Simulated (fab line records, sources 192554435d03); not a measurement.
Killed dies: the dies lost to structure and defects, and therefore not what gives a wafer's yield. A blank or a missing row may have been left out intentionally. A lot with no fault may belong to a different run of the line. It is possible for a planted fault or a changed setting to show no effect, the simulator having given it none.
Code-filled problem report in 8D (eight disciplines) form | flow n5Finfet | the parts of the form that need people (team, actions taken, sign-off) are left out

== 1. THE PROBLEM ==
Mean of etchRfOnTimeS at N5_BEOL_M6_ETCH_61: 49.1 s across 5 wafers in 3 lots; on wafers with no fault it is 75.1 s (standard deviation 2.1). That is -12 standard deviations from the usual mean.
The step: etches SiARC in CF4, target depth 45.5 nm, time 75.8 s.
Seen first at day 14 07:38 on rieDiel-06, wafer L219.5. The record holds 33 wafers of 12 lots with a number at this step. Rule for "out", or "out of limits": more than 4 standard deviations from the usual mean. All remaining wafers that have a number are taken as sound.

== 2. WHAT IT IS, WHAT IT ISN'T ==
question                    | is                                     | is not
which readings at this step | etchRfOnTimeS                          | drypumpMotorCurrentA, rfVppV, showerheadPlenumPTorr, throttleValvePct
which lots                  | L219, L220, L221                       | L199, L201, L202, L203, L204, L210, L211, L212, L222
which wafers of those lots  | L219.5, L219.6, L220.6, L221.5, L221.6 | L220.2, L220.4
read on which tools         | rieDiel-06                             | rieDiel-01, rieDiel-03
when                        | from day 14 07:38                      | up to then (23 sound wafers); but 5 sound wafers of L220, L222 came after

== 3. WHAT RULES OUT EACH SUSPECT ==
Counting: if a tool at a process step up to the reading ran every lot that is out, it stays a suspect. Sound lots after the first of them don't rule it out here, since some wafers of a struck lot are sound.
- rieDiel-06 at N5_BEOL_M6_ETCH_61 (etches SiARC in CF4, target depth 45.5 nm, time 75.8 s): kept. Every lot that is out went through it, the first being L219 (day 14 07:38); the last sound lot it ran before that was L203 (day 10 01:10). Its own etchRfOnTimeS readings are out on those wafers.
The count leaves rieDiel-06 at N5_BEOL_M6_ETCH_61.

== 4. THE CAUSE (what the simulator had put in) ==
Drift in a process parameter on rieDiel-06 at N5_BEOL_M6_ETCH_61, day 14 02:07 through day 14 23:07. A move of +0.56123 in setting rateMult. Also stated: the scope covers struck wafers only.
This tool alone remained once counting was done.

== 5. THE CHAIN OF EFFECTS, in route order ==
Each row: a reading whose mean over the struck wafers that have a number lies more than 3 standard deviations from the usual. Only readings for which the record gives a usual standard deviation are gone through. hours: the time from each lot's start at the first step in this table that gives one to its start at this step, as a median over the lots. sigmas: the change in usual standard deviations.
hours | step               | reading       | usual     | on struck wafers | change | sigmas
0     | N5_BEOL_M6_ETCH_61 | etchRfOnTimeS | 75.1 s    | 49.1             | -26.0  | -12
0     | N5_BEOL_M6_ETCH_61 | oesProductAu  | 0.70 a.u. | 1.03             | +0.33  | +4.2
The process steps in it:
- N5_BEOL_M6_ETCH_61: etches SiARC in CF4, target depth 45.5 nm, time 75.8 s.
Later measuring or inspecting steps at which every struck wafer that the step has a row for has a number for every such reading, and none has moved that far: N5_BEOL_M6_CD_MEAS_18.

== 6. WHAT WOULD HAVE CAUGHT IT SOONER ==
First out-of-limits reading in this record: day 14 07:38, which is 6 hours after fault onset at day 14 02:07.
